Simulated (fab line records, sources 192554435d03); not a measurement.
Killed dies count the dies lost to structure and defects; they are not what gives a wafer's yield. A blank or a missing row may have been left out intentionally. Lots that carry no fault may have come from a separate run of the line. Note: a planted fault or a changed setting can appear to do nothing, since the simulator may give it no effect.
fab line records	flow n5Finfet
record: lots: 8	wafers: 24	lastDay: 17
route steps=1938 shown BEOL_M1@774 BEOL_M4@1111 PASSIVATION@1936
lots with no fault: from the same line, run without faults
startH: the number of hours between the record's first day and the start of the first shown wafer of the lot	waitH: time in hours since the lot's previous step	" same as the row above	L1.1+2: several wafers, shown together as one row	- no value present, or no start provided	* or withheld: withheld	< > ~ a bound
route shown NAME@n: names a module that has steps shown in the file, with the first one's number in the route	usual: mean/standard deviation of fault-free wafers	same: alike in all rows	chamber/n: place in a boat	sites: each site's reading	_std_site: standard deviation of those values	_edge_site: mean of outer sites minus mean of inner sites	radiusMm: for every site, how far away it sits from the centre of the wafer	mask NAME#n: copy n	behind: the most recent tool/chamber to have shaped the wafer	hold: what put the lot on hold/how long, in hours/how the hold closed	device: whichever transistor did not switch (one of n, p or np)	end of line: at the end of the route, the tests of the same wafers	step lacking rows: just its recipe	killed: dies that structure and defects cost at the first sort, which is not the same as the wafer's yield	map: dies across one wafer; x = killed, . = not, _ = none there
set.NAME: the run value of the setting; set.NAME@STEP: its run value at that earlier step	model.NAME: the simulator's own value behind a step, which no gauge read
steps of the route over a sample of lots; a table a step, a row a wafer
services: a tool's chamber out of use, with start hour (startH, from the record's first day; less than 0 if before it), hours out, and reason
== steps ==
step: N5_BEOL_M1_HM_OPEN_17
recipe: chemistry: Cl2/BCl3	targetDepthA: 200	overetchA: 60	target: TiN	maskMaterial: SOC	ionEnergyEv: 150	pressureMtorr: 10	icpW: 1000	biasW: 126	Cl2_flow_sccm: 53.25	bcl3FlowSccm: 21.75	Ar_flow_sccm: 25
usual: drypumpMotorCurrentA: 5.5/0.32	oesProductAu: 0.65/0.099	throttleValvePct: 22.27/0.19
lot.wafer	tool	chamber	startH	waitH	drypumpMotorCurrentA	oesProductAu	rfHoursCounterH	throttleValvePct
L281.1	rieMetal-01	0	129.63	0.0	5.2	0.48	146	22.49
L281.4	"	1	"	"	5.4	0.49	-	22.38
L281.6	"	0	"	"	5.2	0.48	-	22.49
L290.1	rieMetal-03	0	183.25	0.0	5.5	0.57	95	22.57
L290.2	"	1	"	"	5.6	0.60	73	22.43
L290.4	"	0	"	"	5.5	0.58	-	22.55
L291.3	rieMetal-01	1	200.74	0.1	5.5	0.80	-	21.95
L291.4	"	0	"	"	5.2	0.78	-	22.09
L291.5	"	1	"	"	5.5	0.80	-	21.94
L294.3	rieMetal-01	1	212.65	0.1	5.5	0.81	-	21.95
L294.4	"	0	"	"	5.2	0.78	-	22.11
L294.5	"	1	"	"	5.5	0.80	-	21.95
L295.1	rieMetal-01	1	218.32	0.0	5.5	0.81	4	21.94
L295.2	"	0	"	"	5.2	0.77	7	22.12
L295.6	"	0	"	"	5.2	0.79	-	22.11
L297.3	rieMetal-01	0	223.85	0.1	5.2	0.77	-	22.10
L297.4	"	1	"	"	5.5	0.78	-	21.97
L297.5	"	1	"	"	5.5	0.78	-	21.95
L299.3	rieMetal-02	0	244.97	0.1	5.0	0.66	-	22.29
L299.4	"	1	"	"	6.0	0.55	-	22.30
L299.6	"	0	"	"	5.0	0.66	-	22.29
L303.1	rieMetal-01	1	264.66	0.0	5.5	0.76	9	21.96
L303.2	"	0	"	"	5.2	0.76	12	22.09
L303.5	"	1	"	"	5.5	0.77	-	21.95
step: N5_BEOL_M1_CD_MEAS_18
recipe: pitchNm: 36	targetCdNm: 18
usual: cdNm: 17.9/0.31
lot.wafer	tool	chamber	startH	waitH	cdNm
L281.1	cdSem-01	-	129.81	0.0	17.3
L281.4	"	-	"	"	17.6
L281.6	"	-	"	"	17.4
L290.1	cdSem-01	-	183.43	0.0	17.3
L290.2	"	-	"	"	17.6
L290.4	"	-	"	"	17.9
L291.3	cdSem-03	-	200.90	0.1	17.2
L291.4	"	-	"	"	17.8
L291.5	"	-	"	"	18.1
L294.3	cdSem-03	-	212.80	0.1	17.6
L294.4	"	-	"	"	18.6
L294.5	"	-	"	"	18.4
L295.1	cdSem-02	-	218.50	0.0	17.8
L295.2	"	-	"	"	18.1
L295.6	"	-	"	"	17.8
L297.3	cdSem-03	-	224.00	0.1	17.5
L297.4	"	-	"	"	18.0
L297.5	"	-	"	"	17.9
L299.3	cdSem-01	-	245.15	0.1	18.2
L299.4	"	-	"	"	17.8
L299.6	"	-	"	"	18.2
L303.1	cdSem-02	-	265.11	0.1	17.7
L303.2	"	-	"	"	17.9
L303.5	"	-	"	"	18.0
step: N5_BEOL_M1_ETCH_77
recipe: chemistry: N2/H2	target: underlayer	targetDepthA: 65	maskMaterial: CAR-EUV	timeS: 5.2	ionEnergyEv: 200	pressureMtorr: 30	sourceW: 840	biasW: 150	n2FlowSccm: 200	h2FlowSccm: 200	ends: cleared
usual: drypumpMotorCurrentA: 5.9/0.55	etchRfOnTimeS: 5.24/0.1	oesProductAu: 0.65/0.067	rfFwdPowerW: 819.9/2.4	rfVppV: 525.1/2.1	showerheadPlenumPTorr: 2.59/0.066	throttleValvePct: 17.85/0.22
lot.wafer	tool	chamber	startH	waitH	drypumpMotorCurrentA	etchRfOnTimeS	oesProductAu	rfFwdPowerW	rfHoursCounterH	rfVppV	showerheadPlenumPTorr	throttleValvePct
L281.1	rieDiel-03	0	130.76	0.0	6.8	5.36	0.66	821.9	106	526.6	2.57	18.03
L281.4	"	3	"	"	5.9	5.29	0.61	822.8	-	526.3	2.65	18.04
L281.6	"	0	"	"	6.8	5.35	0.66	821.6	-	522.3	2.57	17.98
L290.1	rieDiel-03	3	184.04	0.0	5.9	5.24	0.61	817.4	180	526.0	2.64	18.10
L290.2	"	2	"	"	4.9	5.32	0.75	822.2	12	522.5	2.49	17.54
L290.4	"	0	"	"	6.7	5.36	0.63	821.3	121	523.5	2.56	18.02
L291.3	rieDiel-02	3	201.37	0.0	5.6	5.18	0.81	819.3	8	529.4	2.72	17.49
L291.4	"	1	"	"	5.8	5.16	0.64	822.0	161	525.9	2.54	17.60
L291.5	"	0	"	"	5.1	5.12	0.60	815.0	-	525.5	2.60	17.91
L294.3	rieDiel-03	3	213.28	0.0	5.9	5.20	0.60	822.2	188	527.6	2.64	18.10
L294.4	"	1	"	"	6.1	5.40	0.61	818.5	177	525.4	2.64	17.90
L294.5	"	3	"	"	5.9	5.20	0.60	818.2	-	527.8	2.64	18.11
L295.1	rieDiel-01	3	219.30	0.0	6.3	5.31	0.61	819.9	199	523.8	2.52	17.87
L295.2	"	2	"	"	5.7	5.37	0.60	818.7	208	524.1	2.64	17.64
L295.6	"	3	"	"	6.3	5.28	0.62	820.9	-	521.7	2.52	17.88
L297.3	rieDiel-03	3	224.98	0.0	6.0	5.19	0.61	822.3	191	525.1	2.63	18.14
L297.4	"	1	"	"	6.1	5.37	0.61	820.1	181	524.9	2.64	17.94
L297.5	"	3	"	"	6.0	5.15	0.61	823.1	-	527.6	2.63	18.10
L299.3	rieDiel-01	3	245.77	0.0	6.3	5.21	0.61	819.8	207	523.1	2.51	17.89
L299.4	"	0	"	"	5.8	4.90	0.75	819.8	41	523.3	2.58	17.79
L299.6	"	2	"	"	5.7	5.24	0.61	818.0	-	525.3	2.63	17.67
L303.1	rieDiel-03	2	265.58	0.0	4.9	5.38	0.71	818.4	39	521.7	2.48	17.59
L303.2	"	0	"	"	6.7	5.37	0.62	820.5	145	524.2	2.55	18.08
L303.5	"	0	"	"	6.7	5.37	0.63	823.7	-	521.2	2.55	18.04
step: N5_BEOL_M1_TRENCH_ETCH_37
recipe: chemistry: C4F6/O2	targetDepthA: 552.07	target: SiOC	timeS: 29	ionEnergyEv: 250	pressureMtorr: 30	sourceW: 355	biasW: 185	Ar_flow_sccm: 300	C4F6_flow_sccm: 10	O2_flow_sccm: 10
usual: C4F6_flow_sccm: 10.000/0.029	drypumpMotorCurrentA: 5.9/0.52	oes_f_703_au: 0.77/0.083	oes_o_777_au: 0.77/0.082	oesProductAu: 0.77/0.084	rfFwdPowerW: 350.5/1.4	rfVppV: 662/16	showerheadPlenumPTorr: 2.90/0.075	throttleValvePct: 20.82/0.19
lot.wafer	tool	chamber	startH	waitH	C4F6_flow_sccm	drypumpMotorCurrentA	oes_f_703_au	oes_o_777_au	oesProductAu	rfFwdPowerW	rfHoursCounterH	rfVppV	showerheadPlenumPTorr	throttleValvePct
L281.1	rieDiel-03	3	131.88	-	9.998	5.9	0.71	0.72	0.71	350.2	165	686	2.93	20.90
L281.4	"	1	"	"	9.946	6.0	0.73	0.72	0.74	349.2	-	659	2.99	21.07
L281.6	"	3	"	"	10.001	5.9	0.71	0.71	0.72	350.8	-	685	2.93	20.89
L290.1	rieDiel-02	1	186.35	-	9.991	5.7	0.77	0.78	0.76	348.4	156	666	2.83	20.53
L290.2	"	3	"	"	10.035	5.6	1.00	1.00	0.97	349.8	5	644	3.04	20.58
L290.4	"	2	"	"	9.992	6.4	0.72	0.71	0.71	353.1	207	639	2.82	21.02
L291.3	rieDiel-02	3	204.13	-	10.003	5.7	0.97	0.98	0.97	350.2	9	644	3.04	20.56
L291.4	"	2	"	"	10.013	6.4	0.72	0.71	0.71	352.8	212	639	2.82	21.03
L291.5	"	3	"	"	9.990	5.6	0.97	0.98	0.96	350.1	-	645	3.04	20.59
L294.3	rieDiel-03	2	217.24	-	10.036	4.9	0.85	0.86	0.88	352.3	22	659	2.81	20.74
L294.4	"	1	"	"	10.050	6.1	0.70	0.70	0.73	349.6	178	660	2.98	21.11
L294.5	"	1	"	"	10.067	6.1	0.71	0.70	0.73	348.8	-	658	2.98	21.10
L295.1	rieDiel-01	1	219.80	-	9.934	5.9	0.84	0.85	0.85	349.2	59	684	3.01	20.73
L295.2	"	2	"	"	10.007	5.7	0.69	0.71	0.70	348.0	208	699	2.93	20.54
L295.6	"	3	"	"	10.005	6.3	0.72	0.74	0.72	350.7	-	665	2.82	20.78
L297.3	rieDiel-02	0	225.43	-	9.985	5.1	1.18	1.14	0.78	563.6	240	517	2.92	20.97
L297.4	"	3	"	"	9.973	5.6	0.95	0.96	0.93	349.8	16	645	3.04	20.59
L297.5	"	2	"	"	9.961	6.5	0.71	0.70	0.70	352.5	-	639	2.81	21.04
L299.3	rieDiel-01	1	247.73	-	10.028	5.9	0.81	0.84	0.84	350.6	67	685	3.00	20.74
L299.4	"	0	"	"	9.972	5.8	0.88	0.86	0.88	352.6	42	665	2.89	20.87
L299.6	"	1	"	"	10.014	5.9	0.82	0.83	0.84	350.0	-	683	3.00	20.75
L303.1	rieDiel-03	3	266.78	-	10.059	5.9	0.69	0.69	0.70	350.0	204	684	2.91	20.97
L303.2	"	2	"	"	10.010	4.9	0.82	0.83	0.83	350.6	39	659	2.80	20.76
L303.5	"	0	"	"	10.015	6.7	0.74	0.74	0.73	349.7	-	651	2.88	21.05
step: N5_BEOL_M1_OCD_MEAS_38
usual: trenchDepthNm: 55.0/1
lot.wafer	tool	chamber	startH	waitH	trenchDepthNm
L281.1	ocd-01	-	132.03	-	54.1
L281.4	"	-	"	"	53.8
L281.6	"	-	"	"	54.2
L290.1	ocd-02	-	186.51	-	55.2
L290.2	"	-	"	"	55.4
L290.4	"	-	"	"	53.0
L291.3	ocd-02	-	204.29	-	55.7
L291.4	"	-	"	"	53.6
L291.5	"	-	"	"	55.8
L294.3	ocd-01	-	217.40	-	55.0
L294.4	"	-	"	"	54.9
L294.5	"	-	"	"	55.0
L295.1	ocd-01	-	219.96	-	55.7
L295.2	"	-	"	"	54.3
L295.6	"	-	"	"	54.1
L297.3	ocd-01	-	225.59	-	66.7
L297.4	"	-	"	"	55.1
L297.5	"	-	"	"	54.0
L299.3	ocd-01	-	247.89	-	55.5
L299.4	"	-	"	"	56.8
L299.6	"	-	"	"	55.6
L303.1	ocd-02	-	266.94	-	55.4
L303.2	"	-	"	"	53.7
L303.5	"	-	"	"	53.7
step: N5_BEOL_M4_RC_MEAS_101
usual: DIBL_N: 36.2/1.7	DIBL_P: 36.6/1.9	IOFF_N: 0.16/0.032	IOFF_P: 0.21/0.037	ION_N: 675/12	ION_P: 460/8.1	SS_N: 71.4/0.58	SS_P: 73.4/0.64	VT_N: 249/3.2	VT_P: -252/3.4
lot.wafer	tool	chamber	startH	waitH	DIBL_N[mV/V]	DIBL_P[mV/V]	IOFF_N[nA/um]	IOFF_P[nA/um]	ION_N[uA/um]	ION_P[uA/um]	SS_N[mV/dec]	SS_P[mV/dec]	VT_N[mV]	VT_P[mV]
L281.1	prober-02	0	169.36	0.0	36.7	37.2	0.17	0.23	665	465	71.8	73.2	250	-248
L281.4	"	0	"	"	36.4	37.7	0.16	0.23	687	468	72.2	73.8	250	-247
L281.6	"	0	"	"	33.9	34.4	0.13	0.18	668	465	71.1	72.9	252	-250
L290.1	prober-02	0	226.69	0.0	38.8	41.1	0.20	0.27	688	473	71.6	74.6	245	-250
L290.2	"	0	"	"	34.4	35.3	0.12	0.17	658	454	70.9	72.6	252	-256
L290.4	"	0	"	"	37.4	38.8	0.18	0.23	693	465	71.7	73.9	247	-253
L291.3	prober-01	0	242.82	0.3	34.7	35.4	0.14	0.20	669	461	70.6	72.9	253	-251
L291.4	"	0	"	"	34.1	35.4	0.14	0.21	676	460	70.5	72.9	250	-247
L291.5	"	0	"	"	33.1	34.1	0.11	0.18	649	456	70.7	73.4	256	-251
L294.3	prober-02	0	247.01	0.3	38.6	41.4	0.21	0.26	679	467	72.2	74.4	246	-249
L294.4	"	0	"	"	34.5	36.3	0.13	0.18	668	460	71.0	72.3	253	-252
L294.5	"	0	"	"	37.6	40.2	0.18	0.23	681	464	71.9	73.9	247	-254
L295.1	prober-01	0	249.09	0.0	35.3	37.0	0.17	0.18	685	454	71.2	73.0	249	-258
L295.2	"	0	"	"	33.8	34.9	0.14	0.15	671	444	71.3	73.1	250	-260
L295.6	"	0	"	"	33.4	34.9	0.13	0.15	654	442	70.9	72.6	250	-259
L297.3	prober-02	0	264.09	0.3	37.1	37.9	0.17	0.21	678	463	71.4	73.3	248	-251
L297.4	"	0	"	"	35.6	35.9	0.15	0.17	657	450	71.7	73.1	248	-254
L297.5	"	0	"	"	34.8	34.4	0.13	0.16	667	454	71.3	72.4	251	-255
L299.3	prober-02	0	282.12	0.3	36.1	38.3	0.17	0.23	681	468	71.4	73.1	244	-250
L299.4	"	0	"	"	34.3	35.7	0.14	0.19	670	466	70.0	73.2	251	-252
L299.6	"	0	"	"	35.9	37.9	0.17	0.22	683	465	70.7	73.0	248	-250
L303.1	prober-02	0	296.75	0.0	37.0	35.9	0.16	0.21	680	465	71.2	72.9	249	-253
L303.2	"	0	"	"	35.7	34.2	0.13	0.19	666	460	69.8	72.2	254	-250
L303.5	"	0	"	"	37.2	37.3	0.17	0.23	684	469	71.0	73.9	249	-247
step: N5_PASSIVATION_PROBE_49
usual: defectLimitedYield: 91.3/1.5	killed_at_M0_to_M3: 35/10	killed_at_M4_up: 12/4.6	killedAtContacts: 13/6.6	killedAtFrontEnd: 39/11	killedAtOther: 4/3.4	killedDies: 103/17	killedOpen: 67/13	killedShort: 35/8.2	sort_bin_5_function: 5.1/0.94	sort_bin_6_memory: 3.2/0.7	sort_bin_8_speed: 0.00/0.03	sortNPass: 1077/17	sortYieldPct: 91.3/1.5
same: grossDies: 1180	killedAtBackSide: 0	sort_bin_4_leakage[%]: 0
lot.wafer	tool	chamber	startH	waitH	defectLimitedYield[%]	killed_at_M0_to_M3	killed_at_M4_up	killedAtContacts	killedAtFrontEnd	killedAtOther	killedDies	killedOpen	killedShort	sort_bin_5_function[%]	sort_bin_6_memory[%]	sort_bin_8_speed[%]	sortNPass	sortYieldPct[%]
L281.1	prober-01	-	269.89	0.0	91.6	33	15	15	35	1	99	62	36	4.7	3.4	0	1081	91.6
L281.4	prober-01	-	270.04	0.2	92.8	30	6	8	39	2	85	58	27	4.8	2.2	0	1095	92.8
L281.6	prober-01	-	270.14	0.3	91.9	42	8	12	33	1	96	58	30	4.3	3.1	0	1084	91.9
L290.1	prober-01	-	326.39	0.0	89.3	43	11	12	56	4	126	75	49	6.4	3.6	0	1054	89.3
L290.2	prober-01	-	326.44	0.1	88.9	44	8	30	43	6	131	82	43	6.4	4.2	0	1049	88.9
L290.4	prober-01	-	326.54	0.2	91.1	27	13	18	45	2	105	76	28	4.8	3.8	0	1075	91.1
L291.3	prober-02	-	345.66	0.1	92.6	18	11	16	38	4	87	47	39	3.6	3.1	0	1093	92.6
L291.4	prober-02	-	345.71	0.2	93.1	32	12	20	17	1	82	55	26	4.2	2.7	0	1098	93.1
L291.5	prober-02	-	345.76	0.2	93.1	30	6	15	27	3	81	52	28	4.2	2.6	0	1099	93.1
L294.3	prober-02	-	347.17	0.1	90.7	32	15	16	44	3	110	64	45	5.9	3.1	0	1070	90.7
L294.4	prober-02	-	347.22	0.2	91.4	22	15	17	48	0	102	65	31	5.1	3.1	0	1078	91.4
L294.5	prober-02	-	347.27	0.2	91.1	40	7	9	47	2	105	52	52	5.5	2.8	0	1075	91.1
L295.1	prober-02	-	352.70	0.0	92.6	30	11	18	16	12	87	50	37	4.7	2.4	0	1093	92.6
L295.2	prober-02	-	352.75	0.1	91.1	32	10	25	25	13	105	65	40	5.3	3.1	0	1075	91.1
L295.6	prober-02	-	352.95	0.3	91.4	33	8	24	21	15	101	67	34	4.8	3.4	0.34	1075	91.1
L297.3	prober-01	-	376.95	0.1	91.6	39	7	11	37	5	99	48	51	5.1	3.1	0	1081	91.6
L297.4	prober-01	-	377.00	0.2	90.4	30	7	22	46	8	113	69	41	5.8	3.5	0	1067	90.4
L297.5	prober-01	-	377.05	0.2	91.1	26	10	16	48	5	105	61	44	6.1	2.5	0	1075	91.1
L299.3	prober-02	-	389.08	0.1	91.9	30	8	12	42	3	95	57	35	4.3	3.3	0.08	1085	91.9
L299.4	prober-02	-	389.13	0.2	91.1	19	11	6	66	3	105	72	33	5.9	2.7	0	1075	91.1
L299.6	prober-02	-	389.23	0.3	92.5	21	9	17	37	4	88	55	33	4.4	2.6	0	1092	92.5
L303.1	prober-02	-	404.37	0.0	89.0	45	13	22	42	8	130	96	33	6.9	4.2	0	1050	89.0
L303.2	prober-02	-	404.42	0.1	88.7	54	14	26	29	10	133	92	40	7.2	3.9	0	1047	88.7
L303.5	prober-02	-	404.57	0.2	89.4	56	14	23	29	3	125	78	46	5.8	4.7	0	1055	89.4
killed by level:class
L281.1 BEOL_M3:geometricParticle:open=10 MOL_CONTACT_COAG:geometricParticle:open=9 FIN_SAQP:geometricParticle:short=8 BEOL_M0_SAQP:geometricParticle:open=7 STI_FIN_REVEAL:geometricParticle:open=6 MOL_CONTACT_COAG:geometricParticle:short=5 BEOL_M0_SAQP:geometricParticle:short=5 BEOL_M5:geometricParticle:open=5
L281.4 STI_FIN_REVEAL:geometricParticle:open=17 FIN_SAQP:geometricParticle:short=8 MOL_CONTACT_COAG:geometricParticle:open=8 BEOL_M0_SAQP:geometricParticle:open=8 BEOL_M3:geometricParticle:open=8 BEOL_M0_SAQP:geometricParticle:short=5 BEOL_M1:geometricParticle:open=3 STARTING-WAFER:geometricParticle:short=3
L281.6 BEOL_M3:geometricParticle:open=14 MOL_CONTACT_COAG:geometricParticle:open=9 STI_FIN_REVEAL:geometricParticle:open=7 HKMG_FIN:areaEtch=6 BEOL_M0_SAQP:geometricParticle:open=5 BEOL_M1:geometricParticle:open=5 FIN_SAQP:geometricParticle:short=4 BEOL_M3:geometricParticle:short=4
L290.1 DUMMY_GATE:geometricParticle:open=14 FIN_SAQP:geometricParticle:short=10 MOL_CONTACT_COAG:geometricParticle:open=9 BEOL_M0_SAQP:geometricParticle:open=7 GATE_CUT:geometricParticle:short=7 BEOL_M0_SAQP:geometricParticle:short=7 BEOL_M3:geometricParticle:open=6 BEOL_M3:geometricParticle:short=6
L290.2 MOL_CONTACT_COAG:geometricParticle:open=26 BEOL_M2:geometricParticle:open=12 FIN_SAQP:geometricParticle:short=8 BEOL_M0_SAQP:geometricParticle:short=7 FIN_SAQP:geometricParticle:open=6 DUMMY_GATE:geometricParticle:open=6 ILD0:geometricParticle:short=6 BEOL_M0_SAQP:geometricParticle:open=5
L290.4 FIN_SAQP:geometricParticle:open=19 MOL_CONTACT_COAG:geometricParticle:open=11 DUMMY_GATE:geometricParticle:open=10 BEOL_M1:geometricParticle:open=9 MOL_CONTACT_COAG:geometricParticle:short=7 FIN_SAQP:geometricParticle:short=6 BEOL_M0:geometricParticle:open=6 STI_FIN_REVEAL:geometricParticle:open=5
L291.3 MOL_CONTACT_COAG:geometricParticle:open=12 STI_FIN_REVEAL:geometricParticle:open=8 BEOL_M3:geometricParticle:open=8 FIN_SAQP:geometricParticle:short=7 GATE_CUT:geometricParticle:short=5 STARTING-WAFER:geometricParticle:short=5 MOL_CONTACT_COAG:geometricParticle:short=4 BEOL_M4:geometricParticle:open=4
L291.4 MOL_CONTACT_COAG:geometricParticle:open=17 BEOL_M0_SAQP:geometricParticle:open=11 BEOL_M0_SAQP:geometricParticle:short=5 BEOL_M3:geometricParticle:short=5 BEOL_M3:geometricParticle:open=5 STARTING-WAFER:geometricParticle:short=5 GATE_CUT:geometricParticle:short=3 MOL_CONTACT_COAG:geometricParticle:short=3
L291.5 MOL_CONTACT_COAG:geometricParticle:open=11 BEOL_M0_SAQP:geometricParticle:open=10 BEOL_M3:geometricParticle:open=8 BEOL_M0_SAQP:geometricParticle:short=7 FIN_SAQP:geometricParticle:open=6 FIN_SAQP:geometricParticle:short=4 ILD0:geometricParticle:open=4 MOL_CONTACT_COAG:geometricParticle:short=4
L294.3 FIN_SAQP:geometricParticle:short=14 MOL_CONTACT_COAG:geometricParticle:open=13 BEOL_M0_SAQP:geometricParticle:open=8 BEOL_M1:geometricParticle:open=8 BEOL_M0_SAQP:geometricParticle:short=7 BEOL_M4:geometricParticle:open=7 FIN_SAQP:geometricParticle:open=6 GATE_CUT:geometricParticle:short=6
L294.4 MOL_CONTACT_COAG:geometricParticle:open=15 FIN_SAQP:geometricParticle:short=13 FIN_SAQP:geometricParticle:open=10 BEOL_M2:geometricParticle:open=8 GATE_CUT:geometricParticle:short=6 BEOL_M4:geometricParticle:open=5 BEOL_M7:geometricParticle:open=5 BEOL_M0_SAQP:geometricParticle:open=4
L294.5 FIN_SAQP:geometricParticle:short=19 BEOL_M0_SAQP:geometricParticle:short=17 FIN_SAQP:geometricParticle:open=12 BEOL_M0_SAQP:geometricParticle:open=8 MOL_CONTACT_COAG:geometricParticle:open=6 BEOL_M2:geometricParticle:open=6 GATE_CUT:geometricParticle:short=5 STI_FIN_REVEAL:geometricParticle:open=3
L295.1 MOL_CONTACT_COAG:geometricParticle:open=13 BEOL_M0:geometricParticle:open=7 BEOL_M0:geometricParticle:short=5 MOL_CONTACT_COAG:geometricParticle:short=5 BEOL_M0_SAQP:geometricParticle:short=5 BEOL_M2:geometricParticle:open=4 MIM_TOP:geometricParticle:short=4 GATE_CUT:geometricParticle:short=3
L295.2 MOL_CONTACT_COAG:geometricParticle:open=17 BEOL_M3:geometricParticle:open=12 FIN_SAQP:geometricParticle:open=8 FIN_SAQP:geometricParticle:short=8 MOL_CONTACT_COAG:geometricParticle:short=8 BEOL_M2:geometricParticle:open=8 GATE_CUT:geometricParticle:short=4 PASS1_CAP:geometricParticle:short=4
L295.6 MOL_CONTACT_COAG:geometricParticle:open=19 BEOL_M3:geometricParticle:open=10 MOL_CONTACT_COAG:geometricParticle:short=5 BEOL_M0_SAQP:geometricParticle:open=5 PASS1_CAP:geometricParticle:short=5 GATE_CUT:geometricParticle:open=4 BEOL_M3:geometricParticle:short=4 MIM_TOP_ETCH:geometricParticle:open=4
L297.3 BEOL_M0_SAQP:geometricParticle:short=12 BEOL_M3:geometricParticle:short=11 FIN_SAQP:geometricParticle:short=10 MOL_CONTACT_COAG:geometricParticle:open=10 GATE_CUT:geometricParticle:short=8 DUMMY_GATE:geometricParticle:open=6 BEOL_M0_SAQP:geometricParticle:open=5 BEOL_M1:geometricParticle:open=5
L297.4 MOL_CONTACT_COAG:geometricParticle:open=19 BEOL_M0_SAQP:geometricParticle:short=9 STI_FIN_REVEAL:geometricParticle:open=8 BEOL_M1:geometricParticle:open=7 FIN_SAQP:geometricParticle:short=6 FIN_SAQP:geometricParticle:open=6 DUMMY_GATE:geometricParticle:open=6 GATE_CUT:geometricParticle:short=6
L297.5 MOL_CONTACT_COAG:geometricParticle:open=14 FIN_SAQP:geometricParticle:short=12 FIN_SAQP:geometricParticle:open=10 GATE_CUT:geometricParticle:open=7 BEOL_M1:geometricParticle:open=6 BEOL_M0_SAQP:geometricParticle:short=6 GATE_CUT:geometricParticle:short=5 BEOL_M0_SAQP:geometricParticle:open=4
L299.3 FIN_SAQP:geometricParticle:short=13 MOL_CONTACT_COAG:geometricParticle:open=12 BEOL_M0_SAQP:geometricParticle:short=8 BEOL_M0_SAQP:geometricParticle:open=7 BEOL_M1:geometricParticle:open=7 FIN_SAQP:geometricParticle:open=6 STI_FIN_REVEAL:geometricParticle:open=6 BEOL_M5:geometricParticle:open=5
L299.4 FIN_SAQP:geometricParticle:open=20 FIN_SAQP:geometricParticle:short=18 STI_FIN_REVEAL:geometricParticle:open=17 BEOL_M0_SAQP:geometricParticle:short=7 MOL_CONTACT_COAG:geometricParticle:open=6 BEOL_M0_SAQP:geometricParticle:open=6 DUMMY_GATE:geometricParticle:open=4 BEOL_M3:geometricParticle:open=4
L299.6 MOL_CONTACT_COAG:geometricParticle:open=13 FIN_SAQP:geometricParticle:open=12 FIN_SAQP:geometricParticle:short=10 BEOL_M0_SAQP:geometricParticle:open=9 GATE_CUT:geometricParticle:short=5 BEOL_M3:geometricParticle:open=5 MOL_CONTACT_COAG:geometricParticle:short=4 BEOL_M4:geometricParticle:open=4
L303.1 MOL_CONTACT_COAG:geometricParticle:open=17 FIN_SAQP:geometricParticle:open=14 BEOL_M4:geometricParticle:open=7 BEOL_M1:geometricParticle:open=7 BEOL_M2:geometricParticle:open=7 DUMMY_GATE:geometricParticle:open=6 BEOL_M3:geometricParticle:open=6 BEOL_M0_SAQP:geometricParticle:short=6
L303.2 MOL_CONTACT_COAG:geometricParticle:open=22 BEOL_M2:geometricParticle:open=14 BEOL_M0_SAQP:geometricParticle:short=14 FIN_SAQP:geometricParticle:open=13 BEOL_M0_SAQP:geometricParticle:open=10 BEOL_M0:geometricParticle:open=5 BEOL_M3:geometricParticle:open=5 FIN_SAQP:geometricParticle:short=4
L303.5 MOL_CONTACT_COAG:geometricParticle:open=19 BEOL_M0_SAQP:geometricParticle:open=19 BEOL_M0_SAQP:geometricParticle:short=16 BEOL_M2:geometricParticle:open=9 FIN_SAQP:geometricParticle:short=8 GATE_CUT:geometricParticle:short=8 FIN_SAQP:geometricParticle:open=4 MOL_CONTACT_COAG:geometricParticle:short=4
== services ==
tool	chamber	startH	hours	kind
rieMetal-02	1	105.80	7.8	repair
rieMetal-01	-	109.91	0.7	repair
rieDiel-03	2	116.00	-	clean
rieDiel-03	2	116.00	-	consumableReplace:focusRing
rieDiel-03	2	116.00	23.7	scheduledDown
rieDiel-03	2	116.00	23.7	ventCycle
rieMetal-01	0	133.43	-	clean
rieMetal-01	0	133.43	16.4	scheduledDown
rieMetal-01	0	133.43	16.4	ventCycle
rieDiel-02	3	147.89	-	clean
rieDiel-02	3	147.89	-	consumableReplace:esc
rieDiel-02	3	147.89	-	consumableReplace:focusRing
rieMetal-01	1	153.13	-	clean
rieMetal-01	1	153.13	13.4	scheduledDown
rieMetal-01	1	153.13	13.4	ventCycle
rieDiel-03	-	172.67	0.3	repair
rieDiel-03	1	193.13	8.5	repair
rieMetal-02	-	224.92	2.8	pm
rieMetal-02	-	229.67	6.9	repair
rieMetal-03	-	234.15	2.8	pm
rieDiel-03	-	236.51	0.3	repair
rieDiel-02	2	244.08	21.0	repair
rieDiel-03	0	253.64	2.0	repair
rieDiel-02	0	254.95	14.4	repair
== key ==
firstSign: step: N5_BEOL_M1_TRENCH_ETCH_37	reading: rfFwdPowerW	direction: up	sigmas: 99+	usual: *	struck: *
effect: step: N5_BEOL_M1_TRENCH_ETCH_37	reading: rfVppV	direction: down	sigmas: 8.9	usual: 662	struck: 517
effect: step: N5_BEOL_M1_OCD_MEAS_38	reading: trenchDepthNm	direction: up	sigmas: 12	usual: 55.0	struck: 66.7
metAt N5_BEOL_M1_TRENCH_ETCH_37
struckLots L297
struckWafers L297.3
notActingAt N5_BEOL_M1_HM_OPEN_17,N5_BEOL_M1_CD_MEAS_18,N5_BEOL_M1_ETCH_77
fault: kind: processParameterDrift	tool: rieDiel-02	chamber: 0	onsetH: 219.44	steps: N5_BEOL_M1_TRENCH_ETCH_37	channel: sourceW	offset: 213	shape: step	actsIn: theseRecipesOnly	stated: 355
